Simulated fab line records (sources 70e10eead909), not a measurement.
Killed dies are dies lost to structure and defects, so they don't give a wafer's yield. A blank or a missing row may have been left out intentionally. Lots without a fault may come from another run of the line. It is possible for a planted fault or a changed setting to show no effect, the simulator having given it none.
Chamber matching | flow nand harc | NHARC_A_CONTACT_DEP_29 on pecvd-02 has 3 sister chambers
The step deposits SiON, target thk 70 nm. 18 wafers are shown with their chamber, then 9 later ones without.

## WAFERS WITH THEIR CHAMBER
wafer  | chamber | heater power w (W)
L819.1 | 0       | 646
L819.4 | 1       | 919
L819.6 | 0       | 676
L824.1 | 1       | 994
L824.4 | 2       | 799
L824.6 | 0       | 656
L825.1 | 0       | 612
L825.2 | 1       | 1064
L825.6 | 1       | 859
L822.1 | 0       | 654
L822.3 | 1       | 952
L822.5 | 0       | 643
L829.1 | 2       | 808
L829.4 | 2       | 781
L829.6 | 0       | 558
L828.1 | 1       | 902
L828.2 | 2       | 810
L828.5 | 1       | 906

SIGNATURES (averages over the wafers above)
reading        | chamber 0 | chamber 1 | chamber 2 | scatter within a chamber
heater power w | 635.00    | 942.29    | 799.50    | 50.1
Rule: distance of a wafer from a chamber = root of the sum over the readings of ((wafer's reading minus chamber's mean) / reading's scatter) squared. If the next closest chamber is less than 2 further off than the closest, the wafer can't be placed; otherwise it belongs to the closest. The scatter: the root of (the sum of the squares of (reading less its chamber's mean) over the shown wafers, divided by (wafers less chambers)).

## WAFERS WITH NO CHAMBER GIVEN
wafer  | heater power w (W)
L830.2 | 768
L830.3 | 1036
L830.6 | 791
L832.1 | 825
L832.3 | 598
L832.6 | 604
L834.3 | 643
L834.4 | 648
L834.6 | 923

## THE CHAMBER EACH PASSED THROUGH
wafer  | from the rows above     | in truth
L830.2 | 2                       | 2
L830.3 | 1                       | 1
L830.6 | 2                       | 2
L832.1 | can't be placed: 2 or 1 | 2
L832.3 | 0                       | 0
L832.6 | 0                       | 0
L834.3 | 0                       | 0
L834.4 | 0                       | 0
L834.6 | 1                       | 1
8 of 9 placed correctly. From these rows, 1 cannot be placed; in 1 the true chamber is one of the candidates. Wrongly placed: 0.
